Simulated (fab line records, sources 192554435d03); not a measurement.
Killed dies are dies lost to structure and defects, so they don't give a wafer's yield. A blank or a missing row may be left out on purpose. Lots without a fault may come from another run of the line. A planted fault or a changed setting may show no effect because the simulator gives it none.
fab line records | flow n5_finfet
record lots=5 wafers=15 last_day=18
route steps=1938 shown BEOL_M0_CUTY@708 BEOL_M0@715 BEOL_M4@1111 PASSIVATION@1936
lots that met no fault: from a run of the same line without faults
start_h: hours from the record's first day to the start of the lot's first wafer shown | wait_h: hours since the lot's step before | " the same as in the row above | L1.1+2: a row that stands for several wafers | - no value, or no start given | * or withheld: withheld | < > ~ a bound
route shown NAME@n: a module of which the file shows steps, and the number in the route of the first | usual: mean/standard deviation of fault-free wafers | same: alike in all rows | chamber/n: place in a boat | sites: the reading at each site | _std_site: their standard deviation | _edge_site: outer sites' mean less inner sites' | radius_mm: how far each site lies from the wafer's centre | mask NAME#n: copy n | behind: the tool/chamber that last shaped the wafer | hold: why the lot was held/for how many hours/how that ended | device: the transistor (n, p or np) that didn't switch | end of line: the same wafers' tests at the end of the route | a step without rows: its recipe alone | killed: dies lost to structure and defects at the first sort, not the wafer's yield | map: a wafer's dies, x killed, . not, _ none there
set.NAME: the setting as run; set.NAME@STEP: as run at that earlier step | model.NAME: the simulator's own value behind a step, which no gauge read
lots at some steps of the route; a table a step, a row a wafer
services: from which hour (start_h, from the record's first day; less than 0 if before it) a tool's chamber was out of use, for how many hours, and why
## steps
# step N5_BEOL_M0_CUTY_CD_MEAS_57
# recipe target_cd_nm=200 landing_energy_ev=500 detector=se_inlens polarity=line
# usual cd_nm=200.3/1.1
# columns lot.wafer tool chamber start_h wait_h cd_nm
L861.2 cd_sem-03 0 126.57 - 198.8
L861.3 " 0 " " 197.7
L861.5 " 0 " " 198.2
L863.1 cd_sem-03 0 134.09 - 200.3
L863.3 " 0 " " 199.3
L863.6 " 0 " " 200.1
L866.1 cd_sem-01 0 149.05 - 198.9
L866.4 " 0 " " 199.8
L866.5 " 0 " " 201.4
L873.2 cd_sem-01 0 193.13 - 200.2
L873.4 " 0 " " 199.8
L873.5 " 0 " " 200.4
L882.3 cd_sem-02 0 247.61 - 200.6
L882.4 " 0 " " 201.1
L882.6 " 0 " " 200.2
# step N5_BEOL_M0_CUTY_OVL_MEAS_58
# recipe points_per_wafer=44
# usual M0_ABLK_OVL=0.3/0.82
# same points_per_wafer=44
# columns lot.wafer tool chamber start_h wait_h M0_ABLK_OVL[nm]
L861.2 overlay-02 0 126.60 0.0 -1.0
L861.3 " 0 " " 0.9
L861.5 " 0 " " 0.4
L863.1 overlay-01 0 134.12 0.0 0.1
L863.3 " 0 " " 0.7
L863.6 " 0 " " 0.7
L866.1 overlay-02 0 149.08 0.0 0.0
L866.4 " 0 " " -0.3
L866.5 " 0 " " -0.1
L873.2 overlay-02 0 193.16 0.0 -1.5
L873.4 " 0 " " -0.1
L873.5 " 0 " " -0.9
L882.3 overlay-01 0 247.64 0.0 0.3
L882.4 " 0 " " 1.2
L882.6 " 0 " " 2.4
# step N5_BEOL_M0_CUTY_INSPECT_59
# recipe mode=adi inspect_instrument=macro
# usual raw_defect_count=1.9/1.4
# columns lot.wafer tool chamber start_h wait_h raw_defect_count
L861.2 defect_inspect-02 - 126.63 0.0 1
L861.3 " - " " 0
L861.5 " - " " 0
L863.1 defect_inspect-02 - 134.14 0.0 0
L863.3 " - " " 1
L863.6 " - " " 1
L866.1 defect_inspect-01 - 149.11 0.0 6
L866.4 " - " " 1
L866.5 " - " " 2
L873.2 defect_inspect-01 - 193.18 0.0 1
L873.4 " - " " 1
L873.5 " - " " 3
L882.3 defect_inspect-01 - 247.66 0.0 1
L882.4 " - " " 2
L882.6 " - " " 1
# step N5_BEOL_M0_CUTY_DESCUM_61
# recipe chemistry=O2 time_s=7.9 source_power_w=50 bias_power_w=20 pressure_mtorr=20 rf_frequency_hz=2.712e+07 temp_c=40 resist=CAR-ArF-block o2_flow_sccm=225
# usual drypump_motor_current_A=5.6/0.58 oes_product_au=0.78/0.089 rf_vpp_V=243.0/1.3 showerhead_plenum_p_Torr=2.07/0.056 throttle_valve_pct=20.37/0.27
# columns lot.wafer tool chamber start_h wait_h drypump_motor_current_A oes_product_au rf_hours_counter_h rf_vpp_V showerhead_plenum_p_Torr throttle_valve_pct
L861.2 rie_diel-01 2 127.34 0.7 6.4 0.88 47 242.4 2.13 19.94
L861.3 " 3 " " 5.2 0.68 228 242.7 2.06 20.45
L861.5 " 0 " " 4.9 0.84 - 243.9 2.04 20.59
L863.1 rie_diel-05 1 134.59 0.4 5.7 0.71 231 244.0 2.06 20.54
L863.3 " 3 " " 6.1 0.71 192 245.2 2.15 20.64
L863.6 " 0 " " 6.1 0.90 - 240.9 2.06 20.13
L866.1 rie_diel-01 1 149.14 0.0 5.1 0.75 151 243.6 2.07 20.26
L866.4 " 0 " " 4.9 0.82 96 242.7 2.04 20.61
L866.5 " 0 " " 4.9 0.82 - 241.6 2.04 20.60
L873.2 rie_diel-01 2 193.22 0.0 6.4 0.83 73 244.1 2.12 19.96
L873.4 " 1 " " 5.0 0.73 - 242.4 2.07 20.27
L873.5 " 2 " " 6.4 0.83 - 242.2 2.12 19.98
L882.3 rie_diel-01 1 247.73 0.1 5.1 0.72 187 243.8 2.06 20.30
L882.4 " 2 " " 6.4 0.80 93 243.9 2.11 20.03
L882.6 " 1 " " 5.1 0.72 - 242.1 2.06 20.32
# step N5_BEOL_M0_CUTY_ETCH_62
# recipe chemistry=CF4 target=SiARC mask_material=CAR-ArF-block time_s=58.5 ion_energy_ev=80 pressure_mtorr=40 source_w=545 bias_w=36 Ar_flow_sccm=100 cf4_flow_sccm=100 ends=cleared
# step N5_BEOL_M0_CUTY_ETCH_63
# recipe chemistry=N2/H2 target=SOC target_depth_a=827 overetch_a=165 mask_material=SiARC temp_c=40 ion_energy_ev=200 time_s=124 pressure_mtorr=30 source_w=840 bias_w=150 n2_flow_sccm=200 h2_flow_sccm=200
# step N5_BEOL_M0_CUTY_STRIP_64
# recipe chemistry=N2/H2 temp_c=40 n2_flow_sccm=200 h2_flow_sccm=200 rf_frequency_hz=6e+07
# step N5_BEOL_M0_ETCH_138
# recipe chemistry=CH3F/O2 target_depth_a=120 target=SiCN time_s=31.6 ion_energy_ev=120 pressure_mtorr=30 source_w=395 bias_w=75 Ar_flow_sccm=150 CH3F_flow_sccm=30 O2_flow_sccm=20 ends=cleared
# usual drypump_motor_current_A=5.6/0.58 etch_rf_on_time_s=29.1/0.86 oes_product_au=0.67/0.074 rf_fwd_power_W=385.6/1.5 rf_vpp_V=296.9/1.3 showerhead_plenum_p_Torr=1.99/0.056 throttle_valve_pct=16.31/0.27
# columns lot.wafer tool chamber start_h wait_h drypump_motor_current_A etch_rf_on_time_s oes_product_au rf_fwd_power_W rf_hours_counter_h rf_vpp_V showerhead_plenum_p_Torr throttle_valve_pct
L861.2 rie_diel-01 2 127.54 0.0 6.4 26.8 0.74 385.4 47 298.2 2.05 15.92
L861.3 " 3 " " 5.2 29.2 0.58 385.3 228 296.0 1.97 16.40
L861.5 " 0 " " 4.9 28.3 0.71 385.0 - 295.9 1.94 16.31
L863.1 rie_diel-05 1 134.80 0.0 5.8 29.9 0.60 386.5 231 297.1 1.98 16.51
L863.3 " 3 " " 6.0 29.0 0.62 383.2 192 299.0 2.07 16.68
L863.6 " 0 " " 6.1 29.1 0.77 386.2 - 296.6 1.96 15.97
L866.1 rie_diel-01 1 149.35 0.0 5.1 28.5 0.64 385.9 151 296.1 1.99 16.20
L866.4 " 0 " " 4.9 28.8 0.69 385.4 96 295.5 1.93 16.34
L866.5 " 0 " " 4.9 30.1 0.70 384.9 - 296.1 1.93 16.35
L873.2 rie_diel-01 2 193.42 0.0 6.4 27.7 0.71 385.3 73 297.4 2.04 15.96
L873.4 " 1 " " 5.1 29.0 0.63 386.0 - 297.9 1.98 16.24
L873.5 " 2 " " 6.4 28.4 0.71 384.3 - 296.6 2.04 15.97
L882.3 rie_diel-01 1 247.94 0.0 5.1 29.3 0.62 384.0 187 297.7 1.98 16.28
L882.4 " 2 " " 6.4 28.9 0.68 387.1 93 296.1 2.03 16.00
L882.6 " 1 " " 5.1 30.0 0.62 384.8 - 296.4 1.98 16.25
# step N5_BEOL_M0_HM_OPEN_105
# recipe chemistry=Cl2/BCl3 target_depth_a=120 target=TiN ion_energy_ev=150 pressure_mtorr=10 icp_w=1000 bias_w=126 Cl2_flow_sccm=53.25 bcl3_flow_sccm=21.75 Ar_flow_sccm=25
# usual drypump_motor_current_A=6.0/0.33 oes_ar_750_au=0.79/0.083 oes_product_au=0.80/0.089 throttle_valve_pct=21.90/0.2
# columns lot.wafer tool chamber start_h wait_h drypump_motor_current_A oes_ar_750_au oes_product_au rf_hours_counter_h throttle_valve_pct
L861.2 rie_metal-02 0 128.81 1.2 6.1 0.89 0.92 6 21.89
L861.3 " 1 " " 6.2 0.93 0.94 - 22.10
L861.5 " 0 " " 6.1 0.88 0.90 - 21.90
L863.1 rie_metal-01 0 136.01 1.2 5.3 0.79 0.79 36 21.51
L863.3 " 0 " " 5.3 0.79 0.79 - 21.51
L863.6 " 1 " " 6.1 0.80 0.81 - 22.03
L866.1 rie_metal-03 0 149.45 0.1 6.3 0.81 0.82 33 21.85
L866.4 " 1 " " 6.1 0.61 0.61 - 21.82
L866.5 " 0 " " 6.3 0.81 0.82 - 21.84
L873.2 rie_metal-02 0 193.58 0.1 6.1 0.85 0.87 12 21.91
L873.4 " 0 " " 6.1 0.85 0.87 - 21.93
L873.5 " 1 " " 6.2 0.88 0.90 - 22.13
L882.3 rie_metal-03 1 250.38 2.4 6.1 0.60 0.59 - 21.84
L882.4 " 0 " " 6.3 0.78 0.79 - 21.86
L882.6 " 0 " " 6.3 0.78 0.79 - 21.86
# step N5_BEOL_M0_STRIP_140
# recipe chemistry=CF4 resist=SiARC power_w=300 bias_power_w=75 pressure_mtorr=50 cf4_flow_sccm=150 rf_frequency_hz=6e+07
# step N5_BEOL_M0_STRIP_104
# recipe chemistry=N2/H2 power_w=450 temp_c=40 pressure_mtorr=20 rf_frequency_hz=6e+07 overash_fraction=0.3 bias_power_w=7 h2_frac=0.5 n2_flow_sccm=200 h2_flow_sccm=200
# usual drypump_motor_current_A=5.5/0.57 oes_product_au=0.77/0.086 rf_vpp_V=59.4/1.5 showerhead_plenum_p_Torr=2.50/0.072 throttle_valve_pct=23.7/0.35
# columns lot.wafer tool chamber start_h wait_h drypump_motor_current_A oes_product_au rf_hours_counter_h rf_vpp_V showerhead_plenum_p_Torr throttle_valve_pct
L861.2 rie_diel-01 1 129.04 0.0 5.0 0.74 142 61.3 2.55 23.6
L861.3 " 0 " " 4.9 0.84 88 59.1 2.46 23.7
L861.5 " 0 " " 4.9 0.84 - 59.8 2.46 23.7
L863.1 rie_diel-06 2 136.20 0.0 6.7 0.68 230 59.3 2.41 23.7
L863.3 " 0 " " 5.6 0.79 149 60.9 2.54 23.4
L863.6 " 0 " " 5.6 0.77 - 59.8 2.54 23.5
L866.1 rie_diel-06 3 149.80 0.0 5.4 0.70 208 60.9 2.43 24.2
L866.4 " 2 " " 6.6 0.69 235 55.3 2.41 23.7
L866.5 " 3 " " 5.5 0.70 - 59.2 2.43 24.3
L873.2 rie_diel-06 0 193.99 0.0 5.6 0.75 172 58.9 2.53 23.5
L873.4 " 0 " " 5.6 0.76 - 59.0 2.53 23.5
L873.5 " 1 " " 4.9 0.76 - 59.9 2.44 23.8
L882.3 rie_diel-06 1 250.70 0.0 4.9 0.76 - 59.0 2.43 23.8
L882.4 " 0 " " 5.6 0.76 - 60.7 2.52 23.5
L882.6 " 1 " " 4.8 0.73 - 59.1 2.43 23.8
# step N5_BEOL_M0_WET_ETCH_106
# recipe chemistry=DHF dilution=10:1 temp_c=25 target=SiO2 target_depth_a=1300 dry=ipa_marangoni rinse_time_s=30 rinse_temp_c=23
# step N5_BEOL_M0_ETCH_128
# recipe chemistry=CF4/N2 target_depth_a=120 overetch_a=51 target=SiCN time_s=21.4 ion_energy_ev=150 pressure_mtorr=40 source_w=430 bias_w=70 Ar_flow_sccm=100 cf4_flow_sccm=60 n2_flow_sccm=60
# usual drypump_motor_current_A=5.6/0.61 oes_product_au=0.53/0.058 rf_fwd_power_W=425.9/1.5 rf_vpp_V=381.6/1.9 showerhead_plenum_p_Torr=2.18/0.067 throttle_valve_pct=15.47/0.27
# columns lot.wafer tool chamber start_h wait_h drypump_motor_current_A oes_product_au rf_fwd_power_W rf_hours_counter_h rf_vpp_V showerhead_plenum_p_Torr throttle_valve_pct model.TiN_of_BEOL_M0_SAQP_HM_DEP_02.thk_nm
L861.2 rie_diel-05 0 129.19 0.1 6.1 0.60 424.3 30 382.1 2.17 15.06 10.8
L861.3 " 1 " " 5.8 0.49 426.3 229 381.7 2.18 15.62 10.8
L861.5 " 0 " " 6.1 0.60 424.9 - 380.6 2.17 15.07 10.8
L863.1 rie_diel-06 3 136.32 0.0 5.5 0.49 425.5 202 378.1 2.11 15.69 10.8
L863.3 " 1 " " 4.8 0.52 429.1 136 380.1 2.14 15.78 11
L863.6 " 2 " " 6.6 0.47 426.8 - 379.3 2.10 15.47 10.8
L866.1 rie_diel-01 1 150.84 0.9 5.1 0.51 424.6 151 382.1 2.20 15.37 10.6
L866.4 " 0 " " 4.9 0.56 425.6 97 377.2 2.14 15.45 10.6
L866.5 " 0 " " 4.9 0.57 426.1 - 380.6 2.14 15.46 11
L873.2 rie_diel-01 2 194.49 0.4 6.4 0.55 425.8 73 382.6 2.24 15.03 11
L873.4 " 0 " " 4.9 0.55 425.8 - 380.0 2.13 15.51 10.8
L873.5 " 2 " " 6.4 0.57 425.8 - 383.2 2.24 15.05 10.8
L882.3 rie_diel-06 0 251.16 0.4 5.6 0.52 683.8 - 325.7 2.21 15.53 10.2
L882.4 " 1 " " 4.8 0.50 426.0 - 380.1 2.13 15.85 10.8
L882.6 " 0 " " 5.6 0.52 683.5 - 324.5 2.21 15.55 10.2
# step N5_BEOL_M0_TRENCH_ETCH_107
# recipe chemistry=C4F6/O2 target_depth_a=328 target=SiOC time_s=16.4 ion_energy_ev=250 pressure_mtorr=30 source_w=355 bias_w=185 Ar_flow_sccm=300 C4F6_flow_sccm=10 O2_flow_sccm=10
# usual drypump_motor_current_A=5.6/0.61 oes_ar_750_au=0.77/0.085 oes_product_au=0.77/0.087 rf_fwd_power_W=348.7/1.6 rf_vpp_V=667/8.2 showerhead_plenum_p_Torr=2.82/0.087 throttle_valve_pct=20.90/0.28
# columns lot.wafer tool chamber start_h wait_h drypump_motor_current_A oes_ar_750_au oes_product_au rf_fwd_power_W rf_hours_counter_h rf_vpp_V showerhead_plenum_p_Torr throttle_valve_pct model.TiN_of_BEOL_M0_SAQP_HM_DEP_02.thk_nm
L861.2 rie_diel-05 0 129.23 0.0 6.1 0.89 0.90 347.7 30 659 2.80 20.54 9.6
L861.3 " 1 " " 5.8 0.71 0.72 347.1 229 668 2.83 21.05 9.6
L861.5 " 0 " " 6.1 0.89 0.91 349.0 - 658 2.80 20.52 9.4
L863.1 rie_diel-06 3 136.36 0.0 5.5 0.70 0.70 348.6 202 676 2.73 21.13 9.6
L863.3 " 1 " " 4.9 0.78 0.77 348.4 136 655 2.77 21.29 9.8
L863.6 " 2 " " 6.6 0.69 0.68 353.3 - 660 2.70 20.83 9.4
L866.1 rie_diel-01 1 150.89 0.0 5.1 0.74 0.76 349.3 151 668 2.83 20.71 9.2
L866.4 " 0 " " 4.9 0.81 0.81 347.9 97 673 2.75 20.88 9.2
L866.5 " 0 " " 4.9 0.81 0.82 346.0 - 675 2.75 20.87 9.6
L873.2 rie_diel-01 2 194.54 0.0 6.4 0.84 0.84 350.1 74 659 2.90 20.52 9.6
L873.4 " 0 " " 4.9 0.80 0.79 348.9 - 674 2.74 20.88 9.4
L873.5 " 2 " " 6.4 0.84 0.84 348.8 - 658 2.90 20.50 9.4
L882.3 rie_diel-06 0 251.21 0.0 5.6 0.75 0.75 349.0 - 664 2.87 21.09 9
L882.4 " 1 " " 4.9 0.74 0.74 350.9 - 655 2.75 21.37 9.6
L882.6 " 0 " " 5.6 0.76 0.75 348.3 - 666 2.87 21.05 9
# step N5_BEOL_M0_STRIP_142
# recipe chemistry=N2/H2 time_s=10 power_w=450 temp_c=40 pressure_mtorr=20 rf_frequency_hz=6e+07 bias_power_w=7 n2_flow_sccm=200 h2_flow_sccm=200
# usual drypump_motor_current_A=5.6/0.62 oes_product_au=0.77/0.089 rf_vpp_V=58.9/0.9 showerhead_plenum_p_Torr=2.51/0.079 throttle_valve_pct=23.7/0.35
# columns lot.wafer tool chamber start_h wait_h drypump_motor_current_A oes_product_au rf_hours_counter_h rf_vpp_V showerhead_plenum_p_Torr throttle_valve_pct
L861.2 rie_diel-05 0 129.25 0.0 6.1 0.90 30 58.0 2.48 23.3
L861.3 " 1 " " 5.8 0.71 229 59.0 2.50 23.6
L861.5 " 0 " " 6.1 0.91 - 58.9 2.48 23.4
L863.1 rie_diel-06 3 136.39 0.0 5.5 0.70 202 60.1 2.44 24.2
L863.3 " 1 " " 4.9 0.78 136 59.3 2.45 23.8
L863.6 " 2 " " 6.6 0.69 - 58.1 2.41 23.7
L866.1 rie_diel-01 1 150.91 0.0 5.1 0.74 152 60.0 2.54 23.6
L866.4 " 0 " " 4.9 0.82 97 60.1 2.46 23.7
L866.5 " 0 " " 4.9 0.82 - 58.3 2.46 23.7
L873.2 rie_diel-01 2 194.56 0.0 6.5 0.83 74 58.4 2.56 22.9
L873.4 " 0 " " 4.9 0.81 - 59.2 2.45 23.7
L873.5 " 2 " " 6.5 0.83 - 59.1 2.56 22.9
L882.3 rie_diel-06 0 251.26 0.0 5.6 0.75 - 59.5 2.52 23.5
L882.4 " 1 " " 4.9 0.73 - 59.8 2.43 23.8
L882.6 " 0 " " 5.6 0.76 - 58.9 2.52 23.5
# step N5_BEOL_M4_RC_MEAS_101
# usual DIBL_N=36.0/1.8 DIBL_P=36.3/2.4 IOFF_N=0.16/0.035 IOFF_P=0.21/0.036 ION_N=673/13 ION_P=461/7.2 SS_N=71.4/0.6 SS_P=73.2/0.7 VT_N=250/4 VT_P=-250.9/2.9
# columns lot.wafer tool chamber start_h wait_h DIBL_N[mV/V] DIBL_P[mV/V] IOFF_N[nA/um] IOFF_P[nA/um] ION_N[uA/um] ION_P[uA/um] SS_N[mV/dec] SS_P[mV/dec] VT_N[mV] VT_P[mV]
L861.2 prober-02 0 188.40 0.2 37.2 38.8 0.18 0.25 677 467 72.2 74.2 247 -248.4
L861.3 " 0 " " 35.8 37.0 0.16 0.22 670 460 72.6 72.5 250 -253.0
L861.5 " 0 " " 36.7 38.0 0.18 0.24 682 467 72.6 73.1 246 -248.6
L863.1 prober-02 0 194.97 0.0 34.8 34.2 0.16 0.22 692 476 71.2 72.6 246 -250.6
L863.3 " 0 " " 33.9 33.1 0.14 0.19 676 468 70.9 72.6 249 -250.0
L863.6 " 0 " " 33.1 32.1 0.13 0.19 667 463 70.6 72.4 250 -249.9
L866.1 prober-01 0 215.04 0.0 35.6 36.2 0.14 0.18 672 458 71.8 73.1 251 -252.8
L866.4 " 0 " " 35.2 36.3 0.15 0.19 679 463 71.1 74.0 253 -249.2
L866.5 " 0 " " 36.9 38.8 0.17 0.23 680 467 72.2 74.6 248 -252.6
L873.2 prober-01 0 250.27 0.2 35.8 36.5 0.15 0.23 676 464 71.2 73.2 251 -247.1
L873.4 " 0 " " 35.6 35.1 0.15 0.21 662 458 71.7 72.4 251 -247.1
L873.5 " 0 " " 34.5 34.2 0.13 0.20 673 464 71.3 72.0 252 -248.3
L882.3 prober-02 0 320.03 0.3 35.2 35.6 0.13 0.19 652 459 70.8 73.2 253 -253.7
L882.4 " 0 " " 35.7 35.4 0.13 0.19 677 464 71.1 72.7 252 -252.5
L882.6 " 0 " " 36.8 38.2 0.16 0.23 671 462 71.4 73.4 250 -249.5
# step N5_PASSIVATION_PROBE_49
# usual defect_limited_yield=91.2/1.4 killed_at_M0_to_M3=35/11 killed_at_M4_up=14/5.6 killed_at_contacts=12/5.6 killed_at_front_end=38/11 killed_at_other=4/3.4 killed_dies=103/17 killed_open=68/12 killed_short=33/8.8 sort_bin_5_function=5.1/0.89 sort_bin_6_memory=3.3/0.71 sort_n_pass=1077/17 sort_yield_pct=91.2/1.4
# same gross_dies=1180 killed_at_back_side=0 sort_bin_4_leakage[%]=0 sort_bin_8_speed[%]=0
# columns lot.wafer tool chamber start_h wait_h defect_limited_yield[%] killed_at_M0_to_M3 killed_at_M4_up killed_at_contacts killed_at_front_end killed_at_other killed_dies killed_open killed_short sort_bin_5_function[%] sort_bin_6_memory[%] sort_n_pass sort_yield_pct[%]
L861.2 prober-02 - 293.34 0.1 91.3 37 10 8 47 1 103 69 26 5.0 2.9 1077 91.3
L861.3 prober-02 - 293.39 0.1 90.4 33 10 27 36 7 113 56 48 5.3 3.0 1067 90.4
L861.5 prober-02 - 293.49 0.2 88.6 45 9 23 53 5 135 84 42 5.9 4.2 1045 88.6
L863.1 prober-01 - 303.49 0.0 89.0 52 10 14 50 4 130 91 38 6.1 4.6 1050 89.0
L863.3 prober-01 - 303.59 0.1 91.4 38 14 12 31 6 101 63 36 5.8 2.5 1079 91.4
L863.6 prober-01 - 303.74 0.3 91.4 33 22 14 28 5 102 74 28 5.0 3.4 1078 91.4
L866.1 prober-02 - 325.54 0.0 92.2 25 19 4 39 5 92 56 30 4.2 3.3 1088 92.2
L866.4 prober-02 - 325.69 0.2 86.8 85 16 11 39 5 156 102 53 7.6 5.2 1024 86.8
L866.5 prober-02 - 325.74 0.2 92.6 23 15 7 38 4 87 54 31 4.4 2.7 1093 92.6
L873.2 prober-02 - 353.17 0.1 90.0 33 5 17 58 5 118 72 46 6.7 3.0 1062 90.0
L873.4 prober-02 - 353.27 0.2 90.3 41 5 21 39 8 114 81 29 6.7 2.7 1066 90.3
L873.5 prober-02 - 353.32 0.2 90.9 23 9 23 41 11 107 66 37 5.8 3.3 1073 90.9
L882.3 prober-02 - 438.65 0.1 91.1 33 16 6 48 2 105 87 18 5.3 3.5 1075 91.1
L882.4 prober-02 - 438.70 0.2 91.9 38 16 5 36 0 95 59 35 3.6 4.2 1085 91.9
L882.6 prober-02 - 438.80 0.3 91.4 36 14 4 47 1 102 74 27 5.1 3.4 1078 91.4
# killed by level:class
L861.2 FIN_SAQP:geometric_particle:open=12 STI_FIN_REVEAL:geometric_particle:open=10 MOL_CONTACT_COAG:geometric_particle:open=7 BEOL_M0_SAQP:geometric_particle:short=7 HKMG_FIN:area_etch=7 GATE_CUT:geometric_particle:open=6 BEOL_M0_SAQP:geometric_particle:open=6 BEOL_M2:geometric_particle:open=6
L861.3 MOL_CONTACT_COAG:geometric_particle:open=19 BEOL_M1:geometric_particle:short=12 MOL_CONTACT_COAG:geometric_particle:short=8 GATE_CUT:geometric_particle:short=6 BEOL_M0_SAQP:geometric_particle:short=6 BEOL_M1:geometric_particle:open=5 HKMG_FIN:area_etch=5 STI_FIN_REVEAL:geometric_particle:open=4
L861.5 MOL_CONTACT_COAG:geometric_particle:open=19 BEOL_M0_SAQP:geometric_particle:open=19 BEOL_M0_SAQP:geometric_particle:short=15 FIN_SAQP:geometric_particle:open=11 STI_FIN_REVEAL:geometric_particle:open=11 HKMG_FIN:area_etch=7 GATE_CUT:geometric_particle:short=6 FIN_SAQP:geometric_particle:short=5
L863.1 BEOL_M0_SAQP:geometric_particle:open=20 BEOL_M0_SAQP:geometric_particle:short=14 STI_FIN_REVEAL:geometric_particle:open=13 MOL_CONTACT_COAG:geometric_particle:open=10 FIN_SAQP:geometric_particle:open=7 STARTING-WAFER:geometric_particle:open=7 BEOL_M3:geometric_particle:open=6 BEOL_M4:geometric_particle:open=6
L863.3 BEOL_M0_SAQP:geometric_particle:short=10 BEOL_M0_SAQP:geometric_particle:open=9 MOL_CONTACT_COAG:geometric_particle:open=8 BEOL_M3:geometric_particle:open=7 DUMMY_GATE:geometric_particle:open=5 BEOL_M2:geometric_particle:open=5 BEOL_M5:geometric_particle:open=5 STI_FIN_REVEAL:geometric_particle:open=4
L863.6 MOL_CONTACT_COAG:geometric_particle:open=12 BEOL_M4:geometric_particle:open=12 BEOL_M0_SAQP:geometric_particle:short=11 FIN_SAQP:geometric_particle:open=7 BEOL_M0_SAQP:geometric_particle:open=7 BEOL_M3:geometric_particle:open=7 FIN_SAQP:geometric_particle:short=5 BEOL_M2:geometric_particle:open=4
L866.1 BEOL_M3:geometric_particle:open=10 FIN_SAQP:geometric_particle:short=9 GATE_CUT:geometric_particle:open=6 BEOL_M2:geometric_particle:open=6 BEOL_M4:geometric_particle:open=6 BEOL_M5:geometric_particle:open=4 DUMMY_GATE:geometric_particle:open=3 SPACER0:geometric_particle:short=3
L866.4 BEOL_M2:geometric_particle:open=27 BEOL_M0_SAQP:geometric_particle:open=16 BEOL_M0_SAQP:geometric_particle:short=14 FIN_SAQP:geometric_particle:short=12 MOL_CONTACT_COAG:geometric_particle:open=9 BEOL_M1:geometric_particle:open=9 STI_FIN_REVEAL:geometric_particle:open=6 BEOL_M2:geometric_particle:short=6
L866.5 GATE_CUT:geometric_particle:short=8 BEOL_M0_SAQP:geometric_particle:short=8 GATE_CUT:geometric_particle:open=7 MOL_CONTACT_COAG:geometric_particle:open=6 FIN_SAQP:geometric_particle:open=5 BEOL_M2:geometric_particle:open=5 BEOL_M0_SAQP:geometric_particle:open=4 BEOL_M4:geometric_particle:open=4
L873.2 STI_FIN_REVEAL:geometric_particle:open=17 BEOL_M0_SAQP:geometric_particle:short=15 MOL_CONTACT_COAG:geometric_particle:open=13 GATE_CUT:geometric_particle:short=8 ILD0:geometric_particle:short=6 BEOL_M0_SAQP:geometric_particle:open=6 STI_FIN_REVEAL:geometric_particle:short=5 GATE_CUT:geometric_particle:open=5
L873.4 MOL_CONTACT_COAG:geometric_particle:open=16 STI_FIN_REVEAL:geometric_particle:open=12 BEOL_M1:geometric_particle:open=12 BEOL_M2:geometric_particle:open=11 FIN_SAQP:geometric_particle:short=6 MIM_TOP:geometric_particle:open=5 GATE_CUT:geometric_particle:short=4 BEOL_M0_SAQP:geometric_particle:open=4
L873.5 MOL_CONTACT_COAG:geometric_particle:open=18 DUMMY_GATE:geometric_particle:open=9 MIM_TOP_ETCH:geometric_particle:open=6 GATE_CUT:geometric_particle:short=5 STARTING-WAFER:geometric_particle:short=5 BEOL_M2:geometric_particle:open=5 FIN_SAQP:geometric_particle:short=4 MOL_CONTACT_COAG:geometric_particle:short=4
L882.3 STI_FIN_REVEAL:geometric_particle:open=19 BEOL_M2:geometric_particle:open=13 FIN_SAQP:geometric_particle:open=7 BEOL_M3:geometric_particle:open=7 BEOL_M5:geometric_particle:open=7 DUMMY_GATE:geometric_particle:open=5 MOL_CONTACT_COAG:geometric_particle:open=5 BEOL_M4:geometric_particle:open=5
L882.4 BEOL_M0_SAQP:geometric_particle:open=11 FIN_SAQP:geometric_particle:short=8 BEOL_M0_SAQP:geometric_particle:short=8 BEOL_M2:geometric_particle:open=8 STI_FIN_REVEAL:geometric_particle:open=7 FIN_SAQP:geometric_particle:open=6 DUMMY_GATE:geometric_particle:open=5 BEOL_M3:geometric_particle:open=4
L882.6 STI_FIN_REVEAL:geometric_particle:open=14 BEOL_M2:geometric_particle:open=12 BEOL_M0_SAQP:geometric_particle:open=10 BEOL_M5:geometric_particle:open=8 BEOL_M0_SAQP:geometric_particle:short=7 FIN_SAQP:geometric_particle:open=5 DUMMY_GATE:geometric_particle:open=5 BEOL_M4:geometric_particle:open=5
## services
# columns tool chamber start_h hours kind
rie_metal-02 - 121.53 2.8 pm
rie_diel-05 - 147.49 16.3 repair
rie_metal-01 0 155.40 25.5 repair
rie_metal-03 - 162.48 0.4 repair
rie_diel-01 1 164.18 2.6 repair
rie_metal-03 - 177.06 1.4 pm
rie_diel-01 3 181.79 - clean
rie_diel-01 3 181.79 - consumable_replace:focus_ring
rie_diel-01 3 181.79 19.2 scheduled_down
rie_diel-01 3 181.79 19.2 vent_cycle
rie_diel-06 2 186.97 - clean
rie_diel-06 2 186.97 - consumable_replace:focus_ring
rie_diel-06 2 186.97 - consumable_replace:showerhead
rie_diel-06 2 186.97 13.7 scheduled_down
rie_diel-06 2 186.97 13.7 vent_cycle
rie_diel-05 - 220.37 0.1 repair
rie_metal-02 - 233.82 14.6 pm
rie_diel-05 - 242.12 2.8 pm
rie_diel-05 0 249.32 13.7 repair
rie_diel-06 3 249.67 - clean
rie_diel-06 3 249.67 - consumable_replace:focus_ring
rie_diel-06 3 249.67 - consumable_replace:showerhead
rie_diel-06 3 249.67 21.2 scheduled_down
rie_diel-06 3 249.67 21.2 vent_cycle
## key
first_sign step=N5_BEOL_M0_ETCH_128 reading=rf_fwd_power_W direction=up sigmas=99+ usual=* struck=*
effect step=N5_BEOL_M0_ETCH_128 reading=rf_vpp_V direction=down sigmas=31 usual=381.6 struck=325.1
model_effect step=N5_BEOL_M0_ETCH_128 value=TiN_of_BEOL_M0_SAQP_HM_DEP_02.thk_nm without=10.8 struck=10.2
model_effect step=N5_BEOL_M0_TRENCH_ETCH_107 value=TiN_of_BEOL_M0_SAQP_HM_DEP_02.thk_nm without=9.4 struck=9
met_at N5_BEOL_M0_ETCH_128
struck_wafers L882.3,L882.6
fault kind=process_parameter_drift tool=rie_diel-06 chamber=0 onset_h=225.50 steps=N5_BEOL_M0_ETCH_128 channel=source_w offset=258 shape=step end_h=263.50 acts_in=these_recipes_only stated=430
